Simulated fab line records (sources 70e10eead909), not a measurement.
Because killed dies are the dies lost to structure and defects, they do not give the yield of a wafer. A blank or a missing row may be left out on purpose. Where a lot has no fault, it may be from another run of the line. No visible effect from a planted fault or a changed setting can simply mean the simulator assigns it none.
Which of the tools did it?    flow nand harc    Sampling: 12 lots, 36 wafers, 5 of 1302 route steps

WHAT THE GAUGES READ, wafer by wafer
NHARC_END_SORT_01.
lot   measured      on         killed at array  killed at other  killed at periphery  killed dies  killed open  killed short
L300  day 25 00:46  prober-02  44 53 39         0 0 1            4 3 5                48 56 45     0 3 6        2 2 4
L301  day 25 22:43  prober-02  673 676 674      2 0 1            2 1 2                677 677 677  2 2 3        1 3 4
L304  day 26 17:14  prober-01  674 671 673      0 2 1            3 4 3                677 677 677  4 2 2        2 3 2
L310  day 28 20:31  prober-02  40 41 42         2 0 0            3 2 5                45 43 47     2 3 1        3 2 2
L313  day 30 01:58  prober-01  47 63 65         0 0 2            2 1 0                49 64 67     5 5 0        3 2 5
L311  day 30 11:25  prober-01  47 60 63         1 1 0            2 3 3                50 64 66     1 3 7        1 2 4
L315  day 30 19:19  prober-02  79 78 89         3 2 1            6 4 4                88 84 94     3 4 5        2 2 1
L314  day 30 19:20  prober-01  31 28 15         1 0 0            6 4 1                38 32 16     6 3 2        3 3 1
L317  day 32 18:51  prober-01  56 64 72         4 1 1            4 9 3                64 74 76     1 2 3        5 2 2
L319  day 33 05:41  prober-02  45 39 27         0 2 5            2 8 2                47 49 34     1 6 1        1 3 1
L320  day 33 12:10  prober-01  38 53 47         0 3 3            6 7 3                44 63 53     2 2 6        4 3 3
L321  day 33 21:40  prober-01  43 37 50         0 0 0            3 3 2                46 40 52     4 2 2        3 1 1

TOOL THAT RAN EACH LOT (tool first, then ch and the chambers of the sampled wafers, then the start)
lot   NHARC_A_STAIRCASE_DEP_301        NHARC_A_STAIRCASE_HM_OPEN_463                  NHARC_A_STAIRCASE_ETCH_315          NHARC_A_STAIRCASE_STRIP_316
L300  pecvd-04 ch 0,2, day 17 16:17    rie diel-04 ch 0,1,2, day 17 17:52 or earlier  rie diel-04 ch 1,2,3, day 17 17:52  rie diel-04 ch 2,3, day 25 00:46 or earlier
L301  pecvd-03 ch 1,2, day 18 10:44    rie diel-05 ch 0,1,3, day 18 14:58 or earlier  rie diel-05 ch 1,2,3, day 18 14:58  rie diel-05 ch 1,2,3, day 25 22:43 or earlier
L304  pecvd-03 ch 0,1,2, day 19 04:01  rie diel-05 ch 1,3, day 19 05:42 or earlier    rie diel-05 ch 0,1,3, day 19 05:42  rie diel-05 ch 0,2, day 26 17:14 or earlier
L310  pecvd-04 ch 0,1,2, day 21 12:41  rie diel-04 ch 1,2,3, day 21 14:20 or earlier  rie diel-04 ch 0,1,2, day 21 14:20  rie diel-04 ch 0,1,2, day 28 20:31 or earlier
L313  pecvd-03 ch 0,1, day 22 14:21    rie diel-05 ch 0,1,2, day 22 17:01 or earlier  rie diel-05 ch 1,3, day 22 17:01    rie diel-05 ch 0,2,3, day 30 01:58 or earlier
L311  pecvd-04 ch 0,1, day 22 20:14    rie diel-05 ch 1,2,3, day 22 21:46 or earlier  rie diel-05 ch 0,1, day 22 21:46    rie diel-05 ch 0,3, day 30 11:25 or earlier
L315  pecvd-04 ch 0,1, day 23 11:41    rie diel-10 ch 0,1,3, day 23 14:23 or earlier  rie diel-10 ch 1,2,3, day 23 14:23  rie diel-10 ch 0,3, day 30 19:19 or earlier
L314  pecvd-03 ch 0,1, day 23 16:08    rie diel-05 ch 2,3, day 23 17:41 or earlier    rie diel-05 ch 1,2, day 23 17:41    rie diel-05 ch 0,1,3, day 30 19:20 or earlier
L317  pecvd-02 ch 0,1,2, day 24 23:14  rie diel-05 ch 0,2, day 25 00:48 or earlier    rie diel-05 ch 0,2, day 25 00:48    rie diel-05 ch 0,3, day 32 18:51 or earlier
L319  pecvd-04 ch 1,2, day 25 12:16    rie diel-10 ch 0,1,3, day 25 14:02 or earlier  rie diel-10 ch 1,2,3, day 25 14:02  rie diel-10 ch 0,3, day 33 05:41 or earlier
L320  pecvd-04 ch 1,2, day 26 03:53    rie diel-04 ch 1,3, day 26 05:25 or earlier    rie diel-04 ch 1,2,3, day 26 05:25  rie diel-04 ch 1,3, day 33 12:10 or earlier
L321  pecvd-02 ch 0,1,2, day 26 10:32  rie diel-04 ch 0,1,2, day 26 12:10 or earlier  rie diel-04 ch 0,1, day 26 12:10    rie diel-04 ch 0,1,2, day 33 21:40 or earlier
- NHARC_A_STAIRCASE_DEP_301: deposits SiON, target thk 30 nm.
- NHARC_A_STAIRCASE_HM_OPEN_463: chemistry O2/COS.
- NHARC_A_STAIRCASE_ETCH_315: etches the open film in C4F8/O2/Ar, target depth 2500 nm, time 607.1 s.
- NHARC_A_STAIRCASE_STRIP_316: strips in O2.

WHAT THE TOOLS THEMSELVES READ (means of the sampled wafers that have a number; where no wafer has one, the mark that the record gives instead)
NHARC_A_STAIRCASE_DEP_301.
lot   tool      chamber pressure Torr (Torr)  heater power outer w (W)  heater power w (W)
L300  pecvd-04  3.501                         426                       734
L301  pecvd-03  3.497                         433                       730
L304  pecvd-03  3.502                         479                       778
L310  pecvd-04  3.496                         433                       747
L313  pecvd-03  3.506                         386                       675
L311  pecvd-04  3.498                         458                       785
L315  pecvd-04  3.502                         433                       744
L314  pecvd-03  3.498                         427                       738
L317  pecvd-02  3.506                         422                       711
L319  pecvd-04  3.498                         414                       716
L320  pecvd-04  3.491                         413                       718
L321  pecvd-02  3.501                         420                       687

NHARC_A_STAIRCASE_HM_OPEN_463.
lot   tool         drypump motor current A (A)  oes product au (a.u.)  rf vpp V (V)  showerhead plenum p Torr (Torr)  throttle valve pct (%)
L300  rie diel-04  5.9                          0.999                  465           3.02                             28.320
L301  rie diel-05  5.6                          1.003                  468           3.18                             28.329
L304  rie diel-05  5.3                          0.997                  468           3.13                             28.334
L310  rie diel-04  6.3                          1.007                  467           3.10                             28.336
L313  rie diel-05  5.5                          1.005                  466           3.07                             28.323
L311  rie diel-05  5.4                          1.001                  468           3.13                             28.326
L315  rie diel-10  5.8                          0.981                  466           3.07                             28.325
L314  rie diel-05  5.6                          1.003                  467           3.13                             28.337
L317  rie diel-05  5.6                          1.018                  466           3.08                             28.336
L319  rie diel-10  5.8                          0.989                  466           3.06                             28.329
L320  rie diel-04  6.6                          1.014                  468           3.16                             28.322
L321  rie diel-04  5.9                          0.997                  464           2.99                             28.334

NHARC_A_STAIRCASE_ETCH_315.
lot   tool         bias w (W)  chamber pressure mTorr (mTorr)  oes product au (a.u.)  rf vpp V (V)
L300  rie diel-04  3003        25.004                          0.950                  1827
L301  rie diel-05  -           -                               -                      -
L304  rie diel-05  -           -                               -                      -
L310  rie diel-04  2993        25.012                          0.932                  1818
L313  rie diel-05  2999        24.983                          0.910                  1835
L311  rie diel-05  3019        25.016                          0.930                  1826
L315  rie diel-10  2989        24.992                          0.936                  1822
L314  rie diel-05  2992        24.994                          0.943                  1819
L317  rie diel-05  3009        24.989                          0.944                  1826
L319  rie diel-10  3014        25.037                          0.927                  1822
L320  rie diel-04  2999        25.003                          0.944                  1823
L321  rie diel-04  3003        24.983                          0.936                  1815

NHARC_A_STAIRCASE_STRIP_316.
lot   tool         drypump motor current A (A)  oes product au (a.u.)  rf vpp V (V)  showerhead plenum p Torr (Torr)  throttle valve pct (%)
L300  rie diel-04  6.3                          1.016                  56.7          3.52                             17.034
L301  rie diel-05  5.4                          1.003                  57.9          3.55                             17.032
L304  rie diel-05  5.7                          1.025                  57.3          3.50                             17.030
L310  rie diel-04  5.9                          1.004                  58.0          3.40                             17.036
L313  rie diel-05  5.7                          1.002                  57.7          3.59                             17.042
L311  rie diel-05  5.7                          0.996                  58.1          3.70                             17.025
L315  rie diel-10  6.2                          0.987                  57.1          3.35                             17.045
L314  rie diel-05  5.5                          0.986                  57.2          3.57                             17.042
L317  rie diel-05  5.7                          1.000                  57.9          3.62                             17.040
L319  rie diel-10  6.1                          0.984                  56.9          3.41                             17.034
L320  rie diel-04  6.6                          1.006                  57.1          3.58                             17.033
L321  rie diel-04  5.9                          0.997                  57.0          3.38                             17.039

THE ANSWER, worked out from the rows above alone
Rule: the usual values come from the lots themselves. The widest of any qualifying gaps counts: lots, ordered by their means at a reading, are off when they make up no more than a third of the lots, leave a main group of 4 or more, and stand apart from it by 3 or more times the standard deviation of that group's means. A main group is skipped when, at the precision printed for the reading in the tables above, its means are all equal. Also off: a lot with no number at a reading for which 4 or more lots have one. The other lots that the step has rows for count as sound. After the gauges, taken in route order, come the tools' own readings; for these a lot's mean is taken, as printed above. The first step at which some lot is off is used, and at that step the reading that is off furthest; a lot without a number counts as furthest.
Off: L301, L304 (NHARC_END_SORT_01, killed at array). Main group: mean 50, sd 15.
A tool fits if, at a process step before that reading, it ran every lot that is off, and no sound lot after the first of them. Not tried: the gauges at NHARC_END_SORT_01; whatever is off there is also off at NHARC_A_STAIRCASE_ETCH_315, on other tools, and gauge error can't account for it. With no start given for some of its lots, NHARC_A_STAIRCASE_HM_OPEN_463 uses the hours and lot order of NHARC_A_STAIRCASE_ETCH_315. With no start given for some of its lots, NHARC_A_STAIRCASE_STRIP_316 uses the hours and lot order of NHARC_END_SORT_01. Of those tried, none fits.

WHAT THE SIMULATOR PUT IN
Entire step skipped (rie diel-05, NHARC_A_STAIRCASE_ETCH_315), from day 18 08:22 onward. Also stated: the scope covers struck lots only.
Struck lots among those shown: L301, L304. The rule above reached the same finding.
